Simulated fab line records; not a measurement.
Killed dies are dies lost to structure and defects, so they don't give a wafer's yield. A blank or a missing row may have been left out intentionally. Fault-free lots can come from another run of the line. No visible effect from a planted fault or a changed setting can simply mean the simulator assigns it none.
Matching of chambers -- flow n5Finfet -- N5_SD_EPI_N_LINER_46 on aldSin-02: 4 sister chambers
The step material SiNx, target thk 3 nm. 4 wafers are shown with their chamber, then 11 later ones without.

WAFERS PAIRED WITH THEIR CHAMBERS
wafer,chamber,heaterPowerW (W)
L086.2,3,958
L087.2,1,827
L087.4,2,845
L090.1,0,807

WAFERS WHOSE CHAMBER IS MISSING
wafer,heaterPowerW (W)
L090.2,848
L090.6,831
L091.2,856
L091.3,798
L091.4,839
L093.1,939
L093.5,819
L093.6,832
L094.2,848
L094.3,774
L094.5,919

WHICH CHAMBER EACH WENT THROUGH
wafer,from the rows above,in truth
L090.2,can't be placed: 2 or 1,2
L090.6,can't be placed: 1 or 2 or 0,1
L091.2,can't be placed: 2 or 1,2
L091.3,can't be placed: 0 or 1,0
L091.4,can't be placed: 2 or 1 or 0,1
L093.1,3,3
L093.5,can't be placed: 1 or 0 or 2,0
L093.6,can't be placed: 1 or 2 or 0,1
L094.2,can't be placed: 2 or 1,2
L094.3,can't be placed: 0 or 1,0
L094.5,3,3
Correctly placed: 2 of 11. Cannot be placed on the basis of these rows: 9; the candidates contain the true chamber in 9. Placed wrongly: 0.
How it was worked out, from the rows above alone: a wafer's distance from a chamber is the root of the sum, over the readings, of the square of ((its reading less the chamber's mean) divided by the reading's scatter). The wafer belongs to the nearest chamber; if the next one is less than 2 further off, it can't be placed. The mean given for a chamber averages the wafers shown for that chamber. The scatter: root of mean squared gap, hidden wafer to nearest shown wafer, with one shown wafer a chamber.
